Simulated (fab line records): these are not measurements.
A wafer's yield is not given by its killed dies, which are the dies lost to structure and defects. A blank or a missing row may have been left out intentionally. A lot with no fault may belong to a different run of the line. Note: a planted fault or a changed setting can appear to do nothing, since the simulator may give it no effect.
Struck lot and sound lot, side by side + flow nand harc + 17 steps out of a route of 1302
Sound: wafers L708.3, L708.4, L708.6. Struck: wafer L694.3. (L694.5, L694.6 of the same lot were not struck and are left out.) The cause comes at the end.
Per side, at each step with rows, come the tool, then ch with its chambers, and then its first start. Under that, the readings that differ: sound wafers + struck wafers + difference of the means + sigmas: that difference in standard deviations of wafers without a fault.
alike: a reading whose means differ by less than 2 such deviations, as well as words and numbers matching on both sides. not compared: withheld readings; readings where some wafer has no value; bounds like >300 that might hide an equal value; numbers whose values overlap and for which the record gives no deviation.
The two part at a step that has a row with sigmas, a row that says differs or no value, or rows on one side only. Numbers that don't overlap but have no deviation are shown without sigmas and don't part them. A reading that every wafer of one side lacks parts them only if that side has two wafers or more.

NHARC_A_SGD_CUT_CD_MEAS_09: target cd 100 nm.
  sound on cd sem-01 ch 0, day 28 03:33; struck on cd sem-02 ch 0, day 22 11:37
  alike: cd nm
NHARC_A_SGD_CUT_OVL_MEAS_10:
  struck on overlay-02, day 22 11:41; sound on overlay-01, day 28 03:38
  alike: overlay x nm, overlay y nm
NHARC_A_SGD_CUT_INSPECT_11:
  struck on defect inspect-02, day 22 11:44; sound on defect inspect-02, day 28 03:40
  alike: raw defect count
NHARC_A_SGD_CUT_DESCUM_14: chemistry O2, time 3 s.
  sound on rie diel-06 ch 1,2, day 28 03:44; struck on rie diel-06 ch 1, day 22 11:49
  alike: drypump motor current A, o2 flow sccm, oes product au, rf vpp V, showerhead plenum p Torr, throttle valve pct
  not compared: rf hours counter h
then, 1 step without rows for these wafers: NHARC_A_SGD_CUT_ETCH_58 (etches the open film in CF4, target depth 39 nm, time 65 s).
NHARC_A_SGD_CUT_ETCH_59: etches the open film in N2/H2, target depth 260 nm, time 406.25 s.
  sound on rie diel-06 ch 0,1,2; struck on rie diel-06 ch 0
  alike: drypump motor current A, h2 flow sccm, oes product au, rf vpp V, showerhead plenum p Torr, throttle valve pct
  not compared: rf hours counter h
then, 1 step without rows for these wafers: NHARC_A_SGD_CUT_ETCH_15 (etches the open film in CH3F/O2, target depth 75 nm, time 64.3 s).
NHARC_A_SGD_CUT_ETCH_16: etches the open film in C4F8/O2/Ar, target depth 310.5 nm, time 155.2 s.
  sound on rie diel-06 ch 0,2,3; struck on rie diel-06 ch 2
  alike: oes product au, rf vpp V
  not compared: rf hours counter h
then, 1 step without rows for these wafers: NHARC_A_SGD_CUT_STRIP_60 (strips in C4F8/O2/Ar).
NHARC_A_SGD_CUT_STRIP_17: strips in O2.
  sound on rie diel-06 ch 1,2,3; struck on rie diel-06 ch 1
  alike: drypump motor current A, o2 flow sccm, oes product au, rf vpp V, showerhead plenum p Torr, throttle valve pct
  not compared: rf hours counter h
then, 2 steps without rows for these wafers: NHARC_A_SGD_CUT_PRECLEAN_18 (cleans in SC1); NHARC_A_SGD_CUT_SRD_19.
NHARC_A_SGD_CUT_DEP_20: deposits SiO2, target thk 150 nm.
  sound on fcvd-02 ch 0,1, day 28 05:00; struck on fcvd-02 ch 0,1, day 22 12:59
then, 1 step without rows for these wafers: NHARC_A_SGD_CUT_ANNEAL_27 (time 1800 s).
NHARC_A_SGD_CUT_CMP_21: polishes, target thk 148.19 nm.
  sound on cmp-01 ch 0,2,3, day 28 13:10; struck on cmp-03 ch 0, day 22 17:31
  alike: motor current A, slurry flow ml min, time to endpoint s
NHARC_A_SGD_CUT_THK_MEAS_22: measures by ellipsometry.
  struck on film metro-02, day 22 17:47; sound on film metro-01, day 28 13:26
| reading     | sound             | struck | difference | sigmas |
|-------------|-------------------|--------|------------|--------|
| thk nm (nm) | 145.8 146.4 148.0 | 133.4  | -13.3      | -10    |
then, 1 step without rows for these wafers: NHARC_A_SGD_CUT_SRD_23.

== WHERE THEY PART ==
At NHARC_A_SGD_CUT_THK_MEAS_22 and nowhere else, as far as this record goes.

WHY: the cause the simulator had injected
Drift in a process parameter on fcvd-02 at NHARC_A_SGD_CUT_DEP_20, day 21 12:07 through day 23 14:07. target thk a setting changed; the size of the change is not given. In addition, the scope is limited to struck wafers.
